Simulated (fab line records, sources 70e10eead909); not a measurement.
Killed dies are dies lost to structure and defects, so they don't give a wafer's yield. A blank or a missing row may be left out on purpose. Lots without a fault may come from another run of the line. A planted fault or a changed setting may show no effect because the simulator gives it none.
Chamber matching | flow nand_harc | NHARC_A_CHANNEL_FILL_D2_ETCHBACK_20 on rie_diel-13: 4 sister chambers
The step etches the open film in C4F8/O2/Ar, target depth 27 nm, time 13.5 s. 20 wafers are shown with their chamber, then 10 later ones without.

WAFERS WITH THEIR CHAMBER
wafer  | chamber | rf_vpp_V (V) | oes_product_au (a.u.)
L074.1 | 3       | 970          | 0.972
L074.2 | 0       | 977          | 0.991
L074.5 | 1       | 973          | 0.982
L080.1 | 1       | 973          | 1.005
L080.2 | 2       | 980          | 1.032
L080.3 | 3       | 968          | 1.016
L082.1 | 2       | 977          | 1.010
L082.2 | 3       | 970          | 0.994
L082.5 | 2       | 978          | 1.001
L084.4 | 2       | 979          | 1.013
L084.5 | 0       | 980          | 1.003
L084.6 | 1       | 974          | 1.012
L085.2 | 1       | 972          | 1.025
L085.5 | 2       | 981          | 1.010
L085.6 | 1       | 974          | 1.017
L086.3 | 3       | 970          | 0.993
L086.4 | 0       | 978          | 1.016
L086.5 | 2       | 979          | 1.013
L089.2 | 1       | 972          | 0.996
L089.5 | 2       | 979          | 0.995

SIGNATURES (means of the wafers above)
reading        | chamber 0 | chamber 1 | chamber 2 | chamber 3 | scatter within a chamber
rf_vpp_V       | 978.33    | 973.00    | 979.00    | 969.50    | 1.16
oes_product_au | 1.00333   | 1.00617   | 1.01057   | 0.99375   | 0.0143
Rule: a wafer's distance from a chamber is the root of the sum, over the readings, of the square of ((its reading less the chamber's mean) divided by the reading's scatter). The wafer belongs to the nearest chamber; if the next one is less than 2 further off, it can't be placed. The scatter: the root of (the sum of the squares of (reading less its chamber's mean) over the shown wafers, divided by (wafers less chambers)).

WAFERS WITHOUT THEIR CHAMBER
wafer  | rf_vpp_V (V) | oes_product_au (a.u.)
L089.6 | 969          | 1.012
L090.1 | 979          | 1.005
L090.2 | 973          | 1.012
L090.4 | 979          | 1.027
L092.1 | 973          | 0.997
L092.4 | 977          | 0.993
L092.5 | 973          | 1.009
L094.3 | 971          | 1.012
L094.4 | 978          | 1.017
L094.6 | 972          | 1.010

WHICH CHAMBER EACH WENT THROUGH
wafer  | from the rows above     | in truth
L089.6 | 3                       | 3
L090.1 | can't be placed: 2 or 0 | 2
L090.2 | 1                       | 1
L090.4 | can't be placed: 2 or 0 | 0
L092.1 | 1                       | 1
L092.4 | can't be placed: 0 or 2 | 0
L092.5 | 1                       | 1
L094.3 | can't be placed: 1 or 3 | 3
L094.4 | can't be placed: 2 or 0 | 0
L094.6 | can't be placed: 1 or 3 | 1
Placed correctly: 4 of 10. Can't be placed from these rows: 6 (the true chamber is among the candidates in 6). Placed wrongly: 0.
